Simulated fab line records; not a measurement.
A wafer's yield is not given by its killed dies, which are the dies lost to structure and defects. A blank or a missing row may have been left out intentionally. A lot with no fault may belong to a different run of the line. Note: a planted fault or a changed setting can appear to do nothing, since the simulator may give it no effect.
fab line records	flow n5_finfet
[record] lots = 7	wafers = 18	last_day = 17
route steps=1938 shown BEOL_M4@1047 PASSIVATION@1936
lots with no fault: from the same line, run without faults
start_h: hours from the record's first day to the start of the lot's first wafer shown	wait_h: time in hours since the lot's previous step	" as in the row above	L1.1+2: a single row standing in for several wafers	- no value, or no start given	* or withheld: withheld	< > ~ a bound
route shown NAME@n: NAME is a module with steps in the file, n the number in the route of the first one	usual: mean and standard deviation over wafers with no fault	same: alike in all rows	chamber/n: place in a boat	sites: each site's reading	_std_site: the values' standard deviation	_edge_site: outer sites' mean less inner sites'	radius_mm: for every site, how far away it sits from the centre of the wafer	mask NAME#n: copy n	behind: tool/chamber where the wafer was last shaped	hold: why the lot was held/for how many hours/how that ended	device: the n, p or np transistor that did not switch	end of line: at the end of the route, the tests of the same wafers	where a step has no rows: the recipe by itself	killed: at the first sort, the dies lost to defects and structure; wafer yield is something else	map: the dies of a wafer, with x for killed, . for not killed, _ for no die there
set.NAME: the setting the step ran with; set.NAME@STEP: the setting that earlier step ran with	model.NAME: the simulator's own value behind a step, which no gauge read
certain route steps with their lots: each step a table, each wafer a row
services: a tool's chamber out of use, with start hour (start_h, from the record's first day; less than 0 if before it), hours out, and reason
[[steps]]
[step N5_BEOL_M4_COAT_67]
[recipe] resist = SOC	temp_c = 250	time_s = 60	spin_rpm = 1500	resist_thk_nm = 60
[step N5_BEOL_M4_COAT_68]
[recipe] resist = SiARC	temp_c = 220	time_s = 60	spin_rpm = 1500	resist_thk_nm = 12
[step N5_BEOL_M4_COAT_76]
[recipe] resist = underlayer	temp_c = 205	time_s = 60	spin_rpm = 1500	resist_thk_nm = 5
[step N5_BEOL_M4_COAT_22]
[recipe] resist = CAR-EUV	spin_rpm = 1500	resist_thk_nm = 30
[step N5_BEOL_M4_EBR_24]
[recipe] solvent = PGMEA	ebr_width_mm = 1.5
[step N5_BEOL_M4_SOFTBAKE_23]
[recipe] temp_c = 110	time_s = 60	resist = CAR-EUV
[step N5_BEOL_M4_EXPOSE_25]
[recipe] mask_id = V3	na = 0.33	source_shape = quasar	sigma_inner = 0.2	sigma_outer = 0.8	polarization = unpolarized	defocus_nm = 5	dose_mj = 63
[step N5_BEOL_M4_PEB_26]
[recipe] peb_temp_c = 100	peb_time_s = 60	resist = CAR-EUV
[step N5_BEOL_M4_DEVELOP_27]
[recipe] develop_time_s = 30	developer = TMAH	resist = CAR-EUV	rinse_liquid = surfactant_rinse	dry = air_spin	dev_temp_c = 23
[step N5_BEOL_M4_CD_MEAS_28]
[recipe] target_cd_nm = 26.2	landing_energy_ev = 500	detector = se_inlens	target_cd_y_nm = 24.1	polarity = opening
[usual] cd_nm = 26.14/0.26
lot.wafer	tool	chamber	start_h	wait_h	cd_nm
L862.2	cd_sem-03	0	159.98	-	26.12
L862.3	"	0	"	"	26.11
L862.5	"	0	"	"	26.13
L872.1	cd_sem-01	0	213.75	-	26.25
L872.2	"	0	"	"	26.30
L872.6	"	0	"	"	26.37
L873.5	cd_sem-02	0	217.88	-	25.65
L873.6	"	0	"	"	25.75
L875.2	cd_sem-01	0	238.84	-	26.22
L875.5	"	0	"	"	26.02
L877.2	cd_sem-02	0	248.09	-	26.41
L877.5	"	0	"	"	25.77
L882.2	cd_sem-01	0	276.47	-	26.28
L882.4	"	0	"	"	25.94
L882.6	"	0	"	"	26.45
L885.1	cd_sem-01	0	291.98	-	25.82
L885.2	"	0	"	"	25.91
L885.3	"	0	"	"	25.88
[step N5_BEOL_M4_OVL_MEAS_29]
[recipe] points_per_wafer = 522
[usual] V3_OVL = 0.1/0.63
lot.wafer	tool	chamber	start_h	wait_h	V3_OVL[nm]
L862.2	overlay-02	0	160.02	0.0	0.0
L862.3	"	0	"	"	0.0
L862.5	"	0	"	"	0.0
L872.1	overlay-02	0	213.78	0.0	0.0
L872.2	"	0	"	"	0.7
L872.6	"	0	"	"	0.1
L873.5	overlay-02	0	217.93	0.0	0.6
L873.6	"	0	"	"	1.0
L875.2	overlay-02	0	238.87	0.0	-0.1
L875.5	"	0	"	"	0.0
L877.2	overlay-02	0	248.13	0.0	0.3
L877.5	"	0	"	"	1.0
L882.2	overlay-02	0	276.51	0.0	-1.0
L882.4	"	0	"	"	-0.5
L882.6	"	0	"	"	0.2
L885.1	overlay-02	0	292.01	0.0	0.8
L885.2	"	0	"	"	0.9
L885.3	"	0	"	"	0.9
[step N5_BEOL_M4_INSPECT_30]
[recipe] mode = adi	inspect_instrument = brightfield
[usual] raw_defect_count = 424/110
lot.wafer	tool	chamber	start_h	wait_h	raw_defect_count
L862.2	defect_inspect-01	-	160.07	0.0	384
L862.3	"	-	"	"	256
L862.5	"	-	"	"	310
L872.1	defect_inspect-02	-	213.84	0.1	542
L872.2	"	-	"	"	590
L872.6	"	-	"	"	587
L873.5	defect_inspect-02	-	217.97	0.0	409
L873.6	"	-	"	"	501
L875.2	defect_inspect-01	-	238.92	0.0	370
L875.5	"	-	"	"	433
L877.2	defect_inspect-02	-	248.18	0.0	399
L877.5	"	-	"	"	330
L882.2	defect_inspect-01	-	276.56	0.0	299
L882.4	"	-	"	"	308
L882.6	"	-	"	"	312
L885.1	defect_inspect-02	-	292.07	0.1	294
L885.2	"	-	"	"	369
L885.3	"	-	"	"	464
[step N5_BEOL_M4_DESCUM_33]
[recipe] chemistry = O2	time_s = 7	source_power_w = 50	bias_power_w = 20	pressure_mtorr = 20	rf_frequency_hz = 2.712e+07	temp_c = 40	resist = CAR-EUV	o2_flow_sccm = 225
[usual] drypump_motor_current_A = 5.7/0.36	oes_product_au = 0.78/0.086	rf_vpp_V = 243.1/1.4	showerhead_plenum_p_Torr = 2.10/0.066	throttle_valve_pct = 20.47/0.25
lot.wafer	tool	chamber	start_h	wait_h	drypump_motor_current_A	oes_product_au	rf_hours_counter_h	rf_vpp_V	showerhead_plenum_p_Torr	throttle_valve_pct	model.CAR-EUV_of_BEOL_M4_COAT_22.thk_nm
L862.2	rie_diel-04	2	160.10	0.0	5.5	0.72	169	241.9	2.11	20.73	26
L862.3	"	1	"	"	5.5	0.70	221	242.5	2.15	20.73	26
L862.5	"	1	"	"	5.5	0.71	-	243.9	2.15	20.71	26.2
L872.1	rie_diel-06	0	213.87	0.0	6.0	0.72	200	240.9	2.01	20.93	26.2
L872.2	"	3	"	"	6.0	0.76	124	242.6	2.09	20.29	26
L872.6	"	3	"	"	6.0	0.76	-	242.9	2.09	20.29	26.2
L873.5	rie_diel-04	0	218.03	0.1	5.8	0.73	-	241.4	2.03	20.33	25.2
L873.6	"	1	"	"	5.5	0.70	-	243.0	2.14	20.75	25.4
L875.2	rie_diel-04	1	238.96	0.0	5.5	0.70	248	242.4	2.14	20.77	26.2
L875.5	"	2	"	"	5.6	0.70	-	243.3	2.10	20.76	25.4
L877.2	rie_diel-04	3	248.22	0.0	6.1	0.72	182	241.5	2.01	20.31	26
L877.5	"	1	"	"	5.6	0.69	-	244.7	2.14	20.76	25.4
L882.2	rie_diel-06	3	276.61	0.0	6.0	0.74	145	242.2	2.08	20.31	26.2
L882.4	"	2	"	"	5.3	0.85	80	243.3	2.11	20.26	26.2
L882.6	"	0	"	"	6.0	0.71	-	241.3	2.00	20.98	26.2
L885.1	rie_diel-01	3	292.10	0.0	5.4	0.79	120	243.2	2.12	20.71	25.8
L885.2	"	0	"	"	6.5	0.84	71	243.9	2.19	20.09	26
L885.3	"	2	"	"	5.3	0.84	49	243.9	2.11	20.39	26
[step N5_BEOL_M4_ETCH_77]
[recipe] chemistry = N2/H2	target = underlayer	target_depth_a = 65	mask_material = CAR-EUV	time_s = 5.2	ion_energy_ev = 200	pressure_mtorr = 30	source_w = 840	bias_w = 150	n2_flow_sccm = 200	h2_flow_sccm = 200	ends = cleared
[usual] drypump_motor_current_A = 5.7/0.36	etch_rf_on_time_s = 5.17/0.17	n2_flow_sccm = 200.0/0.55	oes_product_au = 0.67/0.071	rf_vpp_V = 524.0/2.7	showerhead_plenum_p_Torr = 2.55/0.094	throttle_valve_pct = 17.88/0.21
lot.wafer	tool	chamber	start_h	wait_h	drypump_motor_current_A	etch_rf_on_time_s	n2_flow_sccm	oes_product_au	rf_hours_counter_h	rf_vpp_V	showerhead_plenum_p_Torr	throttle_valve_pct
L862.2	rie_diel-04	2	160.14	0.0	5.6	5.34	199.7	0.62	169	524.2	2.53	18.01
L862.3	"	1	"	"	5.6	5.37	199.5	0.59	221	525.3	2.63	18.20
L862.5	"	1	"	"	5.6	5.38	200.5	0.58	-	525.2	2.63	18.19
L872.1	rie_diel-06	0	213.90	0.0	6.0	5.10	199.8	0.62	200	520.2	2.41	18.17
L872.2	"	3	"	"	6.0	5.06	200.2	0.66	124	524.7	2.54	17.69
L872.6	"	3	"	"	6.0	5.06	200.0	0.64	-	524.2	2.54	17.66
L873.5	rie_diel-04	0	218.06	0.0	5.9	5.18	199.1	0.64	-	520.3	2.44	17.70
L873.6	"	1	"	"	5.5	5.49	201.1	0.58	-	525.5	2.62	18.24
L875.2	rie_diel-04	1	239.00	0.0	5.5	5.37	199.9	0.58	248	525.9	2.62	18.23
L875.5	"	2	"	"	5.5	5.33	199.6	0.60	-	524.9	2.52	18.07
L877.2	rie_diel-04	3	248.25	0.0	6.1	4.91	198.9	0.65	182	518.6	2.41	17.67
L877.5	"	1	"	"	5.5	5.47	200.9	0.57	-	525.0	2.62	18.23
L882.2	rie_diel-06	3	276.64	0.0	6.0	5.06	200.9	0.63	145	522.5	2.53	17.72
L882.4	"	2	"	"	5.3	5.21	200.5	0.70	80	525.4	2.57	17.67
L882.6	"	0	"	"	6.0	5.08	200.7	0.62	-	521.5	2.40	18.20
L885.1	rie_diel-01	3	292.14	0.0	5.4	5.02	199.8	0.68	120	524.4	2.55	17.95
L885.2	"	0	"	"	6.5	5.24	201.0	0.71	71	528.7	2.70	17.68
L885.3	"	2	"	"	5.3	5.33	200.1	0.71	49	526.1	2.59	17.87
[step N5_BEOL_M4_ETCH_69]
[recipe] chemistry = CF4	target = SiARC	target_depth_a = 156	mask_material = CAR-EUV	time_s = 26	ion_energy_ev = 80	pressure_mtorr = 40	source_w = 545	bias_w = 36	Ar_flow_sccm = 100	cf4_flow_sccm = 100	ends = cleared
[usual] drypump_motor_current_A = 5.7/0.36	etch_rf_on_time_s = 25.9/0.84	oes_product_au = 0.67/0.072	rf_vpp_V = 184.1/1.2	showerhead_plenum_p_Torr = 2.15/0.069	throttle_valve_pct = 15.65/0.26
lot.wafer	tool	chamber	start_h	wait_h	drypump_motor_current_A	etch_rf_on_time_s	oes_product_au	rf_hours_counter_h	rf_vpp_V	showerhead_plenum_p_Torr	throttle_valve_pct
L862.2	rie_diel-04	2	160.15	0.0	5.5	26.8	0.62	169	182.5	2.13	15.76
L862.3	"	1	"	"	5.5	26.8	0.61	221	185.6	2.19	15.97
L862.5	"	1	"	"	5.5	26.9	0.60	-	185.4	2.19	15.97
L872.1	rie_diel-06	0	213.92	0.0	6.1	25.9	0.62	200	184.5	2.05	16.07
L872.2	"	3	"	"	6.0	25.8	0.66	124	184.7	2.13	15.45
L872.6	"	3	"	"	6.0	25.5	0.65	-	183.7	2.13	15.46
L873.5	rie_diel-04	0	218.10	0.0	5.9	25.6	0.64	-	184.3	2.06	15.43
L873.6	"	1	"	"	5.6	27.0	0.59	-	185.3	2.19	16.01
L875.2	rie_diel-04	1	239.01	0.0	5.5	27.3	0.58	248	183.9	2.18	16.04
L875.5	"	2	"	"	5.5	26.6	0.60	-	184.1	2.13	15.81
L877.2	rie_diel-04	3	248.27	0.0	6.1	24.7	0.65	182	183.2	2.05	15.47
L877.5	"	1	"	"	5.6	27.3	0.58	-	184.0	2.18	16.03
L882.2	rie_diel-06	3	276.66	0.0	6.0	25.1	0.64	145	182.7	2.13	15.51
L882.4	"	2	"	"	5.3	25.5	0.72	80	184.0	2.17	15.45
L882.6	"	0	"	"	6.0	25.0	0.62	-	181.9	2.04	16.11
L885.1	rie_diel-01	3	292.16	0.0	5.4	24.9	0.68	120	184.8	2.16	15.82
L885.2	"	0	"	"	6.5	26.2	0.70	71	185.3	2.25	15.30
L885.3	"	2	"	"	5.3	26.4	0.73	49	184.0	2.18	15.65
[step N5_BEOL_M4_ALD_98]
[recipe] material = SiO2	target_thk_a = 25	temp_c = 100	ald_precursor_family = BDEAS	ald_co_reactant = O2-plasma	pulse_time_s = 1	co_reactant_pulse_time_s = 1	purge_time_s = 2	co_reactant_purge_time_s = 2	ald_cycles = 17	pressure_torr = 2
[usual] heater_power_w = 81/9.5	precursor_pulse_height_rel = 1.000/0.018	susceptor_temp_C = 99.99/0.13
[same] ald_cycles = 17	pulse_time_s = 1
lot.wafer	tool	chamber	start_h	wait_h	heater_power_w	precursor_pulse_height_rel	susceptor_temp_C
L862.2	ald_sin-04	2	160.24	0.1	89	0.987	99.91
L862.3	"	0	"	"	82	0.975	100.05
L862.5	"	0	"	"	78	1.014	100.03
L872.1	ald_sin-03	3	214.00	0.1	66	0.980	99.96
L872.2	"	1	"	"	76	0.988	100.04
L872.6	"	2	"	"	67	0.982	99.87
L873.5	ald_sin-01	0	218.35	0.2	93	1.000	99.94
L873.6	"	3	"	"	68	0.996	100.30
L875.2	ald_sin-04	0	239.10	0.1	81	0.970	99.83
L875.5	"	3	"	"	89	1.046	99.88
L877.2	ald_sin-04	3	248.53	0.2	87	1.006	100.04
L877.5	"	3	"	"	87	0.999	100.04
L882.2	ald_sin-03	0	276.98	0.3	98	0.991	99.94
L882.4	"	2	"	"	69	1.030	99.90
L882.6	"	3	"	"	63	0.989	99.99
L885.1	ald_sin-04	1	294.30	2.1	77	1.004	100.02
L885.2	"	2	"	"	85	0.981	100.24
L885.3	"	3	"	"	84	0.967	100.17
[step N5_BEOL_M4_ETCHBACK_99]
[recipe] chemistry = CHF3	target = SiO2	target_depth_a = 50	time_s = 10.4	source_w = 215	bias_w = 47	Ar_flow_sccm = 200	CHF3_flow_sccm = 12	ion_energy_ev = 100	pressure_mtorr = 30
[usual] drypump_motor_current_A = 5.7/0.35	oes_product_au = 0.77/0.077	rf_vpp_V = 241/3.7	showerhead_plenum_p_Torr = 2.14/0.075	throttle_valve_pct = 17.10/0.24
lot.wafer	tool	chamber	start_h	wait_h	drypump_motor_current_A	oes_product_au	rf_hours_counter_h	rf_vpp_V	showerhead_plenum_p_Torr	throttle_valve_pct	model.CAR-EUV_of_BEOL_M4_COAT_22.thk_nm
L862.2	rie_diel-04	0	161.90	1.6	5.8	0.76	134	241	2.07	16.83	10.4
L862.3	"	3	"	"	6.1	0.76	153	241	2.06	16.79	10.4
L862.5	"	1	"	"	5.5	0.71	-	243	2.20	17.37	10.4
L872.1	rie_diel-04	0	216.85	2.8	5.9	0.74	154	241	2.07	16.85	10.4
L872.2	"	2	"	"	5.6	0.71	189	245	2.13	17.23	10.4
L872.6	"	0	"	"	5.9	0.74	-	242	2.07	16.85	10.6
L873.5	rie_diel-01	0	219.07	0.7	6.5	0.87	-	245	2.27	16.74	9.6
L873.6	"	1	"	"	5.3	0.71	-	245	2.15	17.48	9.6
L875.2	rie_diel-06	3	243.12	4.0	6.0	0.76	134	244	2.15	16.97	10.4
L875.5	"	1	"	"	5.7	0.94	-	237	2.28	16.97	9.8
L877.2	rie_diel-01	1	257.21	8.6	5.4	0.70	222	243	2.15	17.50	10.4
L877.5	"	0	"	"	6.5	0.85	-	244	2.27	16.77	9.6
L882.2	rie_diel-04	2	286.76	9.7	5.5	0.69	211	245	2.12	17.25	10.6
L882.4	"	1	"	"	5.6	0.94	6	242	2.19	17.04	10.6
L882.6	"	0	"	"	5.9	0.72	-	240	2.06	16.90	10.6
L885.1	rie_diel-04	3	295.13	0.8	6.1	0.72	201	241	2.04	16.87	10.2
L885.2	"	1	"	"	5.5	0.93	9	242	2.19	17.05	10.4
L885.3	"	0	"	"	5.9	0.72	186	242	2.06	16.92	10.4
[step N5_BEOL_M4_ETCH_70]
[recipe] chemistry = N2/H2	target = SOC	target_depth_a = 800	overetch_a = 240	mask_material = SiARC	temp_c = 40	time_s = 130	ion_energy_ev = 200	pressure_mtorr = 30	source_w = 840	bias_w = 150	n2_flow_sccm = 200	h2_flow_sccm = 200
[usual] drypump_motor_current_A = 5.7/0.35	n2_flow_sccm = 200.0/0.6	oes_product_au = 0.57/0.054	rf_vpp_V = 523.6/2.6	showerhead_plenum_p_Torr = 2.53/0.093	throttle_valve_pct = 17.84/0.22
lot.wafer	tool	chamber	start_h	wait_h	drypump_motor_current_A	n2_flow_sccm	oes_product_au	rf_hours_counter_h	rf_vpp_V	showerhead_plenum_p_Torr	throttle_valve_pct
L862.2	rie_diel-04	0	161.94	0.0	5.9	200.8	0.56	134	522.2	2.45	17.59
L862.3	"	3	"	"	6.1	199.9	0.55	153	522.6	2.43	17.57
L862.5	"	1	"	"	5.6	199.9	0.52	-	527.3	2.63	18.16
L872.1	rie_diel-04	0	216.89	0.0	5.9	200.1	0.55	154	520.0	2.44	17.65
L872.2	"	2	"	"	5.5	200.1	0.53	189	524.7	2.53	18.00
L872.6	"	0	"	"	5.9	199.2	0.55	-	520.4	2.44	17.65
L873.5	rie_diel-01	0	219.14	0.0	6.5	199.8	0.64	-	528.0	2.71	17.58
L873.6	"	1	"	"	5.4	199.8	0.53	-	522.2	2.52	18.10
L875.2	rie_diel-06	3	243.16	0.0	6.0	200.9	0.55	134	523.5	2.54	17.65
L875.5	"	1	"	"	5.7	199.7	0.68	-	529.9	2.71	17.76
L877.2	rie_diel-01	1	257.25	0.0	5.4	199.0	0.53	222	523.3	2.52	18.12
L877.5	"	0	"	"	6.5	199.8	0.62	-	526.7	2.70	17.63
L882.2	rie_diel-04	2	286.80	0.0	5.5	200.4	0.53	211	523.0	2.52	18.05
L882.4	"	1	"	"	5.5	199.7	0.70	6	525.1	2.61	17.85
L882.6	"	0	"	"	5.9	200.0	0.53	-	521.9	2.43	17.68
L885.1	rie_diel-04	3	295.17	0.0	6.1	201.0	0.52	202	521.3	2.41	17.66
L885.2	"	1	"	"	5.5	199.8	0.69	9	525.5	2.61	17.86
L885.3	"	0	"	"	5.9	200.5	0.53	186	519.8	2.43	17.72
[step N5_BEOL_M4_RC_MEAS_101]
[usual] DIBL_N = 36.6/1.8	DIBL_P = 37.1/2.1	IOFF_N = 0.17/0.033	IOFF_P = 0.23/0.039	ION_N = 681/13	ION_P = 467/8.7	SS_N = 71.6/0.59	SS_P = 73.4/0.63	VT_N = 249/3.4	VT_P = -249/3.7
lot.wafer	tool	chamber	start_h	wait_h	DIBL_N[mV/V]	DIBL_P[mV/V]	IOFF_N[nA/um]	IOFF_P[nA/um]	ION_N[uA/um]	ION_P[uA/um]	SS_N[mV/dec]	SS_P[mV/dec]	VT_N[mV]	VT_P[mV]
L862.2	prober-01	0	166.73	0.2	36.8	36.9	0.17	0.21	669	461	71.4	73.3	249	-251
L862.3	"	0	"	"	40.0	39.3	0.24	0.25	690	469	72.8	74.0	242	-247
L862.5	"	0	"	"	37.8	37.7	0.19	0.22	689	474	71.3	73.4	243	-248
L872.1	prober-01	0	222.40	0.0	36.0	34.2	0.15	0.19	668	458	71.8	72.8	253	-252
L872.2	"	0	"	"	40.0	39.8	0.23	0.28	689	463	72.9	74.4	245	-247
L872.6	"	0	"	"	40.2	40.0	0.25	0.30	690	469	72.7	74.5	244	-248
L873.5	prober-02	0	224.63	0.6	37.2	39.1	0.22	0.28	699	480	72.2	74.5	244	-244
L873.6	"	0	"	"	38.1	40.6	0.24	0.33	701	479	72.0	74.9	240	-242
L875.2	prober-02	0	247.66	0.2	35.6	36.1	0.15	0.22	679	464	70.6	73.5	253	-247
L875.5	"	0	"	"	38.0	38.5	0.18	0.26	688	469	71.5	74.6	248	-249
L877.2	prober-02	0	261.68	0.2	36.3	36.1	0.16	0.20	667	456	72.0	73.0	252	-253
L877.5	"	0	"	"	36.8	37.5	0.17	0.23	675	463	72.3	73.0	249	-251
L882.2	prober-02	0	291.31	0.2	36.6	37.9	0.16	0.27	672	473	71.5	73.5	251	-244
L882.4	"	0	"	"	36.2	36.4	0.16	0.25	689	479	72.0	72.4	249	-244
L882.6	"	0	"	"	37.1	38.6	0.18	0.28	678	472	71.1	73.1	248	-243
L885.1	prober-01	0	299.88	0.0	36.6	35.5	0.17	0.22	682	470	71.4	74.1	249	-248
L885.2	"	0	"	"	37.6	37.3	0.19	0.25	701	475	71.9	74.0	245	-249
L885.3	"	0	"	"	34.7	33.3	0.13	0.18	672	464	70.5	73.4	251	-252
[step N5_PASSIVATION_PROBE_49]
[usual] defect_limited_yield = 91.1/1.4	killed_at_M0_to_M3 = 32/9.4	killed_at_M4_up = 14/5.1	killed_at_contacts = 11/5.5	killed_at_front_end = 44/13	killed_at_other = 4/3.2	killed_dies = 104/16	killed_open = 70/12	killed_short = 33/7.8	sort_bin_5_function = 5.1/0.91	sort_bin_6_memory = 3.4/0.63	sort_n_pass = 1075/16	sort_yield_pct = 91.2/1.4
[same] gross_dies = 1180	killed_at_back_side = 0	sort_bin_4_leakage[%] = 0	sort_bin_8_speed[%] = 0
lot.wafer	tool	chamber	start_h	wait_h	defect_limited_yield[%]	killed_at_M0_to_M3	killed_at_M4_up	killed_at_contacts	killed_at_front_end	killed_at_other	killed_dies	killed_open	killed_short	sort_bin_5_function[%]	sort_bin_6_memory[%]	sort_n_pass	sort_yield_pct[%]
L873.6	prober-02	-	333.94	0.3	92.4	19	16	18	28	9	90	54	34	4.0	3.4	1090	92.4
L877.2	prober-02	-	370.15	0.1	91.4	24	6	12	53	6	101	72	27	5.1	3.4	1079	91.4
L877.5	prober-02	-	370.30	0.2	89.2	26	13	19	67	3	128	83	35	5.7	4.1	1052	89.2
// killed by level:class
L873.6 MOL_CONTACT_COAG:geometric_particle:open=14 BEOL_M2:geometric_particle:open=7 BEOL_M4:geometric_particle:open=5 BEOL_M6:geometric_particle:open=5 MIM_TOP_ETCH:geometric_particle:open=4 MOL_CONTACT_COAG:geometric_particle:short=4 BEOL_M0:geometric_particle:open=4 BEOL_M5:geometric_particle:short=4
L877.2 STI_FIN_REVEAL:geometric_particle:open=28 MOL_CONTACT_COAG:geometric_particle:open=10 BEOL_M2:geometric_particle:open=8 STI_FIN_REVEAL:geometric_particle:short=5 FIN_SAQP:geometric_particle:short=4 GATE_CUT:geometric_particle:short=4 BEOL_M1:geometric_particle:open=4 DUMMY_GATE:geometric_particle:open=3
L877.5 STI_FIN_REVEAL:geometric_particle:open=19 MOL_CONTACT_COAG:geometric_particle:open=16 DUMMY_GATE:geometric_particle:open=10 HKMG_FIN:area_etch=8 GATE_CUT:geometric_particle:short=7 BEOL_M1:geometric_particle:open=7 BEOL_M2:geometric_particle:open=7 BEOL_M4:geometric_particle:open=7
[[services]]
tool	chamber	start_h	hours	kind
ald_sin-03	-	176.75	14.0	pm
rie_diel-06	1	185.36	-	clean
rie_diel-06	1	185.36	-	consumable_replace:focus_ring
rie_diel-06	1	185.36	-	consumable_replace:showerhead
rie_diel-06	1	185.36	11.7	scheduled_down
rie_diel-06	1	185.36	11.7	vent_cycle
ald_sin-03	2	192.69	1.5	repair
ald_sin-03	1	192.78	2.5	repair
ald_sin-04	2	195.96	1.4	repair
rie_diel-06	3	201.78	4.3	repair
rie_diel-04	3	231.06	9.3	repair
rie_diel-04	2	245.90	6.5	repair
ald_sin-04	0	248.52	2.7	repair
rie_diel-04	1	252.68	-	clean
rie_diel-04	1	252.68	-	consumable_replace:focus_ring
rie_diel-04	1	252.68	16.5	scheduled_down
rie_diel-04	1	252.68	16.5	vent_cycle
ald_sin-03	0	262.76	9.5	repair
ald_sin-04	-	268.25	14.0	pm
ald_sin-04	0	268.25	14.0	vent_cycle
ald_sin-04	1	268.25	14.0	vent_cycle
ald_sin-04	2	268.25	14.0	vent_cycle
ald_sin-04	3	268.25	14.0	vent_cycle
ald_sin-01	-	288.42	14.6	pm
[[key]]
first_sign none at tools or gauges
[model_effect] step = N5_BEOL_M4_DESCUM_33	value = CAR-EUV_of_BEOL_M4_COAT_22.thk_nm	without = 26.05	struck = 25.35
[model_effect] step = N5_BEOL_M4_ETCHBACK_99	value = CAR-EUV_of_BEOL_M4_COAT_22.thk_nm	without = 10.45	struck = 9.65
met_at N5_BEOL_M4_DESCUM_33
struck_wafers L873.5,L873.6,L875.5,L877.5
onset_between 160.10 218.03
[fault] kind = process_parameter_drift	tool = rie_diel-04	chamber = -	onset_h = 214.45	steps = N5_BEOL_M4_DESCUM_33	channel = time_s	offset = *	shape = step	end_h = 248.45	scope = struck_wafers_only	acts_in = *	stated = *
